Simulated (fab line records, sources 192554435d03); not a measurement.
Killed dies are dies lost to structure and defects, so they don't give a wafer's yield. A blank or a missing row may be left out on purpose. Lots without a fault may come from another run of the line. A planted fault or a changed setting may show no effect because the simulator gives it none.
fab line records | flow n5_finfet
record lots=7 wafers=39
route steps=1938 shown PMOS_HMC_CHANNEL_EPI@57 FIN_CUT@173 SD_EPI_P@321 SD_ACTIVATION@330 HKMG_FIN@406
start_h: hours from the record's first day to the start of the lot's first wafer shown | wait_h: hours since the lot's step before | " the same as in the row above | L1.1+2: a row that stands for several wafers | - no value, or no start given | * or withheld: withheld | < > ~ a bound
route shown NAME@n: a module of which the file shows steps, and the number in the route of the first | usual: mean/standard deviation of fault-free wafers | same: alike in all rows | chamber/n: place in a boat | sites: the reading at each site | _std_site: their standard deviation | _edge_site: outer sites' mean less inner sites' | radius_mm: how far each site lies from the wafer's centre | mask NAME#n: copy n | behind: the tool/chamber that last shaped the wafer | hold: why the lot was held/for how many hours/how that ended | device: the transistor (n, p or np) that didn't switch | end of line: the same wafers' tests at the end of the route | a step without rows: its recipe alone | killed: dies lost to structure and defects at the first sort, not the wafer's yield | map: a wafer's dies, x killed, . not, _ none there
set.NAME: the setting as run; set.NAME@STEP: as run at that earlier step | model.NAME: the simulator's own value behind a step, which no gauge read
lots whose settings were changed on purpose; a table a step, a row a wafer
## steps
# step N5_PMOS_HMC_CHANNEL_EPI_HM_DEP_34
# recipe material=SiO2 target_thk_a=360 temp_c=400 precursor=TEOS/O2 pressure_torr=6.5 rf_w=900 teos_flow_sccm=161.4 gas=O2 flow_sccm=2650 time_s=6.9
# columns lot.wafer tool chamber start_h wait_h set.target_thk_a model.SiO2_of_PMOS_HMC_CHANNEL_EPI_HM_DEP_34.thk_nm
L074.1 pecvd-03 2 16.65 0.0 155.7 15.03
L074.2 " 1 " " 155.7 14.76
L074.3 " 0 " " 155.7 15.21
L074.4 " 2 " " 360 35.08
L074.5 " 1 " " 360 36.03
L074.6 " 0 " " 360 35.86
L075.1 pecvd-03 1 22.71 0.0 251.1 24.66
L075.2 " 2 " " 251.1 25.03
L075.3 " 0 " " 360 36.15
L075.4 " 2 " " 360 36.22
L075.5 " 0 " " 251.1 25.41
L075.6 " 1 " " 360 37.09
L077.3 pecvd-02 0 35.80 0.0 360 36.09
L077.4 " 1 " " 360 35.85
L077.5 " 0 " " 360 35.64
L085.1 pecvd-02 0 83.39 0.0 270.8 26.48
L085.2 " 1 " " 270.8 26.6
L085.3 " 2 " " 360 35.72
L085.4 " 0 " " 360 35.8
L085.5 " 2 " " 270.8 27.54
L085.6 " 1 " " 360 35.95
L089.1 pecvd-01 1 107.62 0.0 542.8 53.94
L089.2 " 2 " " 360 35.75
L089.3 " 0 " " 360 36.42
L089.4 " 1 " " 542.8 54.42
L089.5 " 0 " " 542.8 55.25
L089.6 " 2 " " 360 35.84
L093.1 pecvd-03 1 131.01 0.0 183.4 18.43
L093.2 " 2 " " 360 35.49
L093.3 " 0 " " 360 35.77
L093.4 " 0 " " 360 35.89
L093.5 " 1 " " 183.4 18.25
L093.6 " 2 " " 183.4 18.54
L097.1 pecvd-01 0 154.69 0.0 360 36.3
L097.2 " 2 " " 360 35.95
L097.3 " 1 " " 187.7 18.16
L097.4 " 0 " " 187.7 19.47
L097.5 " 1 " " 360 36.74
L097.6 " 2 " " 187.7 18.83
# step N5_FIN_CUT_CUT_ETCH_26
# recipe chemistry=CH3F/O2 target=SiNx target_depth_a=390 mask_material=SOC time_s=55.7 pressure_mtorr=30 source_w=395 bias_w=73 Ar_flow_sccm=150 CH3F_flow_sccm=30 O2_flow_sccm=20 ion_energy_ev=120
# columns lot.wafer tool chamber start_h wait_h set.time_s model.etch.depth_nm model.SOC_of_FIN_CUT_COAT_18.thk_nm
L074.1 rie_diel-04 2 29.76 0.0 79.75 54.32 203.4
L074.2 " 0 " " 79.75 56.09 203.2
L074.3 " 1 " " 55.7 37.01 212.4
L074.4 " 3 " " 55.7 38.55 211.8
L074.5 " 2 " " 79.75 54.37 203.8
L074.6 " 3 " " 55.7 38.79 211.6
L075.1 rie_diel-04 3 36.15 0.0 68.01 47.17 208
L075.2 " 2 " " 55.7 37.78 212.8
L075.3 " 0 " " 68.01 47.78 208.2
L075.4 " 1 " " 68.01 44.92 210
L075.5 " 3 " " 55.7 38.46 213
L075.6 " 2 " " 55.7 37.92 213
L077.3 rie_diel-02 0 45.52 0.0 55.7 38.89 210.6
L077.4 " 1 " " 55.7 40.09 210.8
L077.5 " 3 " " 55.7 38.53 210.8
L085.1 rie_diel-04 0 93.57 0.0 44.11 31.06 216
L085.2 " 3 " " 55.7 38.58 212.2
L085.3 " 1 " " 44.11 29.42 216
L085.4 " 2 " " 44.11 29.61 216.2
L085.5 " 0 " " 55.7 39.16 211.2
L085.6 " 1 " " 55.7 37.1 213
L089.1 rie_diel-05 0 117.45 0.0 55.7 38.68 211.2
L089.2 " 1 " " 55.7 38.59 210.8
L089.3 " 3 " " 55.7 39.02 211.4
L089.4 " 2 " " 55.7 38.6 211.4
L089.5 " 0 " " 55.7 38.53 211.6
L089.6 " 1 " " 55.7 39.15 211.2
L093.1 rie_diel-02 0 141.50 0.0 25.6 17.91 221.4
L093.2 " 1 " " 55.7 39.42 210.8
L093.3 " 3 " " 55.7 39.48 210.8
L093.4 " 2 " " 25.6 18.17 221
L093.5 " 0 " " 55.7 39 211.2
L093.6 " 1 " " 25.6 18.29 221.2
L097.1 rie_diel-05 0 165.28 0.0 85.35 58.82 200
L097.2 " 1 " " 55.7 38.95 210.2
L097.3 " 2 " " 55.7 38.78 210.4
L097.4 " 3 " " 85.35 59.71 199.8
L097.5 " 3 " " 85.35 59.56 200.4
L097.6 " 0 " " 55.7 38.47 210.2
# step N5_FIN_CUT_CUT_ETCH_27
# recipe chemistry=CHF3/O2 target=SiO2 target_depth_a=40 mask_material=SOC overetch_a=20 time_s=4.9 pressure_mtorr=30 source_w=650 bias_w=170 Ar_flow_sccm=200 CHF3_flow_sccm=50 O2_flow_sccm=5 ion_energy_ev=200
# step N5_FIN_CUT_PRECLEAN_35
# recipe time_s=13.3 temp_c=45 pressure_torr=125 p_hf_torr=3 p_coreactant_torr=25 chemistry=vHF
# step N5_FIN_CUT_CUT_ETCH_15
# recipe chemistry=HBr/Cl2/O2 target=Si target_depth_a=1000 bt_time_s=10 mask_material=SOC time_s=42.4 ion_energy_ev=* bias_w=* pressure_mtorr=10 icp_w=800 HBr_flow_sccm=150 Cl2_flow_sccm=80 O2_flow_sccm=12
# columns lot.wafer tool chamber start_h wait_h set.time_s@FIN_CUT_CUT_ETCH_26 model.SOC_of_FIN_CUT_COAT_18.thk_nm
L074.1 rie_si-01 3 29.96 0.1 79.75 162.4
L074.2 " 2 " " 79.75 160.4
L074.3 " 0 " " 55.7 170
L074.4 " 1 " " 55.7 170.8
L074.5 " 2 " " 79.75 161.2
L074.6 " 1 " " 55.7 170.6
L075.1 rie_si-04 3 36.46 0.1 68.01 167.6
L075.2+5 " 0 " " 55.7 172.4
L075.3 " 2 " " 68.01 166.6
L075.4 " 1 " " 68.01 169.4
L075.6 " 1 " " 55.7 172.2
L077.3 rie_si-04 0 45.71 0.0 55.7 170
L077.4 " 2 " " 55.7 169.2
L077.5 " 0 " " 55.7 170.4
L085.1 rie_si-01 1 93.77 0.1 44.11 174.2
L085.2 " 3 " " 55.7 171
L085.3 " 0 " " 44.11 173.6
L085.4 " 2 " " 44.11 174
L085.5 " 0 " " 55.7 168.4
L085.6 " 1 " " 55.7 171.2
L089.1 rie_si-01 0 117.72 0.1 55.7 169
L089.2 " 2 " " 55.7 168.4
L089.3 " 1 " " 55.7 170.6
L089.4+6 " 3,1 " " 55.7 170.4
L089.5 " 0 " " 55.7 169.8
L093.1+4 rie_si-04 0,3 141.69 0.1 25.6 180.2
L093.2 " 1 " " 55.7 169
L093.3 " 2 " " 55.7 168.8
L093.5 " 3 " " 55.7 170.2
L093.6 " 0 " " 25.6 179.6
L097.1+4 rie_si-06 3,1 165.47 0.1 85.35 159.4
L097.2 " 2 " " 55.7 168.8
L097.3+6 " 0,1 " " 55.7 169.6
L097.5 " 2 " " 85.35 158.8
# step N5_SD_EPI_P_EPI_21
# recipe material=SiGe:B dopant=B temp_c=550 pressure_torr=20 ambient=H2 time_s=355
# columns lot.wafer tool chamber start_h wait_h set.time_s model.SiGe-B_of_SD_EPI_P_EPI_21.thk_nm
L074.1 epi_rpcvd-04 0 57.41 0.1 355 60.6
L074.2 " 0 " " 355 62.2
L074.3 " 0 " " 355 60.8
L074.4+6 " 0 " " 355 61.2
L074.5 " 0 " " 355 61.4
L075.1 epi_rpcvd-04 0 63.03 0.1 198.6 36.6
L075.2 " 0 " " 198.6 36.2
L075.3 " 0 " " 198.6 36
L075.4+6 " 0 " " 355 60.2
L075.5 " 0 " " 355 60
L077.3 epi_rpcvd-01 0 74.84 0.8 355 61.4
L077.4 " 0 " " 355 62
L077.5 " 0 " " 355 62.2
L085.1 epi_rpcvd-01 0 121.78 0.1 270.4 50.4
L085.2+6 " 0 " " 355 60.6
L085.3 " 0 " " 270.4 50
L085.4 " 0 " " 355 61.2
L085.5 " 0 " " 270.4 49.8
L089.1 epi_rpcvd-02 0 143.87 0.1 355 61.4
L089.2 " 0 " " 205.8 38.4
L089.3 " 0 " " 355 60.4
L089.4 " 0 " " 205.8 38.8
L089.5 " 0 " " 355 61.6
L089.6 " 0 " " 205.8 38.6
L093.1 epi_rpcvd-02 0 172.94 0.1 355 62.4
L093.2 " 0 " " 355 61.8
L093.3+4 " 0 " " 355 62.6
L093.5 " 0 " " 355 62.8
L093.6 " 0 " " 355 63.2
L097.1 epi_rpcvd-04 0 193.62 0.1 419.9 69.2
L097.2 " 0 " " 355 62.2
L097.3 " 0 " " 419.9 68.6
L097.4 " 0 " " 419.9 70.2
L097.5 " 0 " " 355 61.6
L097.6 " 0 " " 355 62
# step N5_SD_EPI_P_EPI_MEAS_23
# recipe mode=xrd
# usual thk_nm=61.0/1.2
# columns lot.wafer tool chamber start_h wait_h set.time_s@SD_EPI_P_EPI_21 thk_nm
L074.1 film_metro-02 - 59.60 1.8 355 62.9
L074.2 " - " " 355 61.2
L074.3 " - " " 355 62.5
L074.4 " - " " 355 61.9
L074.5 " - " " 355 59.9
L074.6 " - " " 355 61.4
L075.1 film_metro-02 - 65.22 1.9 198.6 37.4
L075.2 " - " " 198.6 34.1
L075.3 " - " " 198.6 36.8
L075.4 " - " " 355 61.0
L075.5 " - " " 355 61.7
L075.6 " - " " 355 60.5
L077.3 film_metro-01 - 76.32 1.1 355 62.0
L077.4 " - " " 355 61.2
L077.5 " - " " 355 61.5
L085.1 film_metro-01 - 123.99 1.9 270.4 49.7
L085.2 " - " " 355 59.4
L085.3 " - " " 270.4 51.0
L085.4 " - " " 355 60.6
L085.5 " - " " 270.4 51.5
L085.6 " - " " 355 60.6
L089.1 film_metro-01 - 146.07 1.8 355 63.3
L089.2 " - " " 205.8 38.4
L089.3 " - " " 355 60.1
L089.4 " - " " 205.8 37.0
L089.5 " - " " 355 61.5
L089.6 " - " " 205.8 39.0
L093.1 film_metro-01 - 175.14 1.8 355 62.7
L093.2 " - " " 355 62.4
L093.3 " - " " 355 61.9
L093.4 " - " " 355 61.5
L093.5 " - " " 355 61.6
L093.6 " - " " 355 63.5
L097.1 film_metro-02 - 195.81 1.8 419.9 70.4
L097.2 " - " " 355 63.2
L097.3 " - " " 419.9 69.2
L097.4 " - " " 419.9 69.3
L097.5 " - " " 355 64.4
L097.6 " - " " 355 61.7
# step N5_SD_EPI_P_HM_STRIP_48
# recipe chemistry=H3PO4 temp_c=160 material=SiNx target=SiNx target_depth_a=30 overetch_fraction=0.3
# step N5_SD_EPI_P_SRD_49
# recipe dry=ipa_marangoni time_s=30 temp_c=23 rinse_liquid=diw
# step N5_SD_ACTIVATION_RTA_00
# recipe temp_c=975 time_s=0 ambient=N2 idle_temp_c=600 ramp_up_c_per_s=150 ramp_down_c_per_s=60 cool_to_c=600
# step N5_SD_ACTIVATION_LSA_01
# recipe temp_c=1080 time_s=0.0008 ambient=N2
# step N5_SD_ACTIVATION_RS_MEAS_03
# recipe thk_meas_gauge=four-point-probe
# usual RS_SD_N=22.0/0.3 RS_SD_P=56.1/0.75
# columns lot.wafer tool chamber start_h wait_h set.time_s@SD_EPI_P_EPI_21 RS_SD_N[ohm/sq] RS_SD_P[ohm/sq]
L074.1 film_metro-02 - 60.50 0.2 355 21.8 56.9
L074.2 " - " " 355 21.6 55.3
L074.3 " - " " 355 21.8 56.7
L074.4 " - " " 355 21.8 56.2
L074.5 " - " " 355 21.5 56.0
L074.6 " - " " 355 21.9 55.9
L075.1 film_metro-02 - 65.85 0.2 198.6 21.9 93.5
L075.2 " - " " 198.6 21.8 93.6
L075.3 " - " " 198.6 22.0 93.8
L075.4 " - " " 355 22.1 56.5
L075.5 " - " " 355 22.3 56.7
L075.6 " - " " 355 21.7 56.2
L077.3 film_metro-01 - 77.06 0.2 355 21.8 56.0
L077.4 " - " " 355 22.0 55.6
L077.5 " - " " 355 21.8 55.3
L085.1 film_metro-02 - 124.60 0.2 270.4 21.7 68.1
L085.2 " - " " 355 21.8 56.2
L085.3 " - " " 270.4 21.8 68.8
L085.4 " - " " 355 22.0 56.2
L085.5 " - " " 270.4 21.6 69.0
L085.6 " - " " 355 21.8 56.7
L089.1 film_metro-02 - 146.67 0.2 355 22.0 55.5
L089.2 " - " " 205.8 22.2 88.7
L089.3 " - " " 355 22.3 56.4
L089.4 " - " " 205.8 22.3 87.8
L089.5 " - " " 355 22.2 55.4
L089.6 " - " " 205.8 22.1 88.4
L093.1 film_metro-02 - 175.75 0.2 355 22.3 55.6
L093.2 " - " " 355 22.2 55.9
L093.3 " - " " 355 22.5 54.4
L093.4 " - " " 355 22.2 55.0
L093.5 " - " " 355 22.4 55.4
L093.6 " - " " 355 22.2 54.8
L097.1 film_metro-02 - 196.43 0.2 419.9 21.6 49.2
L097.2 " - " " 355 22.3 54.9
L097.3 " - " " 419.9 21.9 49.8
L097.4 " - " " 419.9 21.7 48.5
L097.5 " - " " 355 22.0 55.5
L097.6 " - " " 355 21.7 55.3
# step N5_HKMG_FIN_ETCH_58
# recipe chemistry=N2/H2 target=SOC target_depth_a=2158 ion_energy_ev=50 bias_w=13 time_s=741 pressure_mtorr=30 source_w=875 n2_flow_sccm=200 h2_flow_sccm=200
# columns lot.wafer tool chamber start_h wait_h set.target_depth_a model.HKMG_FIN.feature_depth_nm model.etch.depth_nm model.SOC_of_HKMG_FIN_COAT_41.thk_nm
L074.1 rie_diel-06 3 74.60 0.0 2158 216 216 85.4
L074.2 " 0 " " 3141 319.2 319.2 0
L074.3 " 1 " " 2158 216.4 216.4 85.2
L074.4 " 2 " " 3141 325 325 0
L074.5 " 3 " " 3141 311.6 311.6 0
L074.6 " 0 " " 2158 220.6 220.6 80.2
L075.1 rie_diel-01 3 79.99 0.0 3047 302.4 302.4 0
L075.2 " 0 " " 3047 314.4 314.4 0
L075.3 " 2 " " 2158 210.4 210.3 89.8
L075.4 " 1 " " 3047 313 312.9 0
L075.5 " 1 " " 2158 222.2 222.2 77.4
L075.6 " 0 " " 2158 223.4 223.4 76.4
L077.3 rie_diel-03 0 89.88 0.0 2158 207.8 207.9 91.8
L077.4 " 1 " " 2158 213.2 213.2 86.2
L077.5 " 0 " " 2158 208.8 208.8 92
L085.1 rie_diel-03 2 137.76 0.0 2158 204 204.1 97.2
L085.2 " 0 " " 2158 206.4 206.3 95
L085.3 " 3 " " 2158 210.8 210.8 88.4
L085.4 " 1 " " 2158 207.6 207.7 93
L085.5 " 3 " " 2158 210.2 210.1 90
L085.6 " 2 " " 2158 202.8 202.8 97.8
L089.1 rie_diel-03 3 160.36 0.0 2158 213.4 213.4 87.4
L089.2 " 1 " " 2158 212.2 212.2 88.6
L089.3 " 0 " " 2158 209.6 209.6 91.2
L089.4 " 2 " " 3142 298.6 298.6 2.2
L089.5 " 1 " " 3142 310.2 310.2 0
L089.6 " 2 " " 3142 300.2 300.3 1
L093.1 rie_diel-03 2 190.03 0.0 3448 328.6 328.6 0
L093.2 " 0 " " 3448 341 341 0
L093.3 " 3 " " 3448 341.4 341.4 0
L093.4 " 1 " " 2158 214.4 214.4 85.6
L093.5 " 0 " " 2158 213 213 86.8
L093.6 " 3 " " 2158 213.4 213.4 86.4
L097.1 rie_diel-06 1 210.33 0.0 2158 214.2 214.2 86
L097.2 " 0 " " 2158 221.4 221.4 78.6
L097.3 " 2 " " 2158 218 218 83.6
L097.4 " 3 " " 2158 215.2 215.2 85.6
L097.5 " 2 " " 2158 219 219 82.2
L097.6 " 1 " " 2158 212 212.1 88.6
# step N5_HKMG_FIN_STRIP_93
# recipe chemistry=N2/H2 material=SOC time_s=20 power_w=500 temp_c=40 pressure_mtorr=50 rf_frequency_hz=6e+07 bias_power_w=8 h2_frac=0.5 n2_flow_sccm=300 h2_flow_sccm=300
# columns lot.wafer tool chamber start_h wait_h set.target_depth_a@HKMG_FIN_ETCH_58 model.SOC_of_HKMG_FIN_COAT_41.thk_nm model.Al2O3_of_HKMG_FIN_ALD_75.thk_nm
L074.1+3 rie_diel-06 3,1 75.02 0.2 2158 74.8 1
L074.2+4 " 0,2 " " 3141 0 0.4
L074.5 " 3 " " 3141 0 0.6
L074.6 " 0 " " 2158 69.6 1
L075.1+2+4 rie_diel-01 3,0,1 80.42 0.2 3047 0 0.6
L075.3 " 2 " " 2158 80 1
L075.5 " 1 " " 2158 67.2 1
L075.6 " 0 " " 2158 66 1
L077.3+5 rie_diel-03 0 90.30 0.2 2158 82 1
L077.4 " 1 " " 2158 76.2 1
L085.1 rie_diel-03 2 138.18 0.2 2158 87.4 1
L085.2 " 0 " " 2158 85 1
L085.3 " 3 " " 2158 78.4 1
L085.4 " 1 " " 2158 83 1
L085.5 " 3 " " 2158 79.8 1
L085.6 " 2 " " 2158 88.2 1
L089.1 rie_diel-03 3 160.79 0.2 2158 77.4 1
L089.2 " 1 " " 2158 78.6 1
L089.3 " 0 " " 2158 81.2 1
L089.4+6 " 2 " " 3142 0 0.8
L089.5 " 1 " " 3142 0 0.6
L093.1 rie_diel-03 2 190.45 0.2 3448 0 0.2
L093.2+3 " 0,3 " " 3448 0 0
L093.4 " 1 " " 2158 75.6 1
L093.5 " 0 " " 2158 76.8 1
L093.6 " 3 " " 2158 76.2 1
L097.1 rie_diel-06 1 210.75 0.2 2158 75.8 1
L097.2 " 0 " " 2158 68.2 1
L097.3 " 2 " " 2158 73.2 1
L097.4 " 3 " " 2158 75.2 1
L097.5 " 2 " " 2158 72 1
L097.6 " 1 " " 2158 78.4 1
# step N5_HKMG_FIN_WET_ETCH_76
# recipe chemistry=dNH4OH mix=1:50 temp_c=25 target=Al2O3 stop_on=La2O3 target_depth_nm=2.25 dry=ipa_marangoni rinse_time_s=30 rinse_temp_c=23
# step N5_HKMG_FIN_STRIP_60
# recipe chemistry=N2/H2 power_w=2500 temp_c=300 h2_frac=0.65 time_s=360 pressure_mtorr=withheld n2_flow_sccm=1750 h2_flow_sccm=3250
# step N5_HKMG_FIN_WET_ETCH_77
# recipe chemistry=dHCl mix=1:10000 temp_c=25 target=La2O3 stop_on=HfO2 target_depth_nm=2
# columns lot.wafer tool chamber start_h wait_h set.target_depth_a@HKMG_FIN_ETCH_58 model.Al2O3_of_HKMG_FIN_ALD_75.thk_nm
L074.1+3+6 wet_bench-01 7,3,6 75.56 0.3 2158 1
L074.2 " 0 " " 3141 0.4
L074.4 " 1 " " 3141 0.2
L074.5 " 2 " " 3141 0.6
L075.1 wet_bench-06 1 80.96 0.3 3047 0.6
L075.2+4 " 0,2 " " 3047 0.4
L075.3+5+6 " 3,7,4 " " 2158 1
L077.3+4+5 wet_bench-01 1,6,5 90.84 0.1 2158 1
L085.1+2+3+4+5+6 wet_bench-06 7,6,1,0,5,4 138.72 0.3 2158 1
L089.1+2+3 wet_bench-01 5,3,4 161.33 0.3 2158 1
L089.4+6 " 7,6 " " 3142 0.8
L089.5 " 2 " " 3142 0.6
L093.1 wet_bench-04 6 190.99 0.3 3448 0.2
L093.2+3 " 1,5 " " 3448 0
L093.4+5+6 " 4,2,3 " " 2158 1
L097.1+2+3+4+5+6 wet_bench-01 3,2,7,0,1,4 211.43 0.4 2158 1
## key
split step=N5_PMOS_HMC_CHANNEL_EPI_HM_DEP_34 setting=target_thk_a stated=360 by=wafer
response step=N5_PMOS_HMC_CHANNEL_EPI_HM_DEP_34 reading=model.SiO2_of_PMOS_HMC_CHANNEL_EPI_HM_DEP_34.thk_nm change=+0.363 per=1% r=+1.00
split step=N5_FIN_CUT_CUT_ETCH_26 setting=time_s stated=55.7 by=wafer
response step=N5_FIN_CUT_CUT_ETCH_26 reading=model.etch.depth_nm change=+0.39 per=1% r=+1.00
response step=N5_FIN_CUT_CUT_ETCH_26 reading=model.SOC_of_FIN_CUT_COAT_18.thk_nm change=-0.192 per=1% r=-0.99
response step=N5_FIN_CUT_CUT_ETCH_15 reading=model.SOC_of_FIN_CUT_COAT_18.thk_nm change=-0.198 per=1% r=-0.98
split step=N5_SD_EPI_P_EPI_21 setting=time_s stated=355 by=wafer
response step=N5_SD_EPI_P_EPI_21 reading=model.SiGe-B_of_SD_EPI_P_EPI_21.thk_nm change=+0.518 per=1% r=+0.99
response step=N5_SD_EPI_P_EPI_MEAS_23 reading=thk_nm change=* per=1% r=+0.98
response step=N5_SD_ACTIVATION_RS_MEAS_03 reading=RS_SD_P change=-0.74 per=1% r=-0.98
split step=N5_HKMG_FIN_ETCH_58 setting=target_depth_a stated=2158 by=wafer
response step=N5_HKMG_FIN_ETCH_58 reading=model.HKMG_FIN.feature_depth_nm change=+2.11 per=1% r=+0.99
response step=N5_HKMG_FIN_ETCH_58 reading=model.etch.depth_nm change=+2.11 per=1% r=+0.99
response step=N5_HKMG_FIN_ETCH_58 reading=model.SOC_of_HKMG_FIN_COAT_41.thk_nm change=-1.73 per=1% r=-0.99
response step=N5_HKMG_FIN_STRIP_93 reading=model.SOC_of_HKMG_FIN_COAT_41.thk_nm change=-1.53 per=1% r=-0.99
response step=N5_HKMG_FIN_STRIP_93 reading=model.Al2O3_of_HKMG_FIN_ALD_75.thk_nm change=-0.0115 per=1% r=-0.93
response step=N5_HKMG_FIN_WET_ETCH_77 reading=model.Al2O3_of_HKMG_FIN_ALD_75.thk_nm change=-0.0124 per=1% r=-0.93
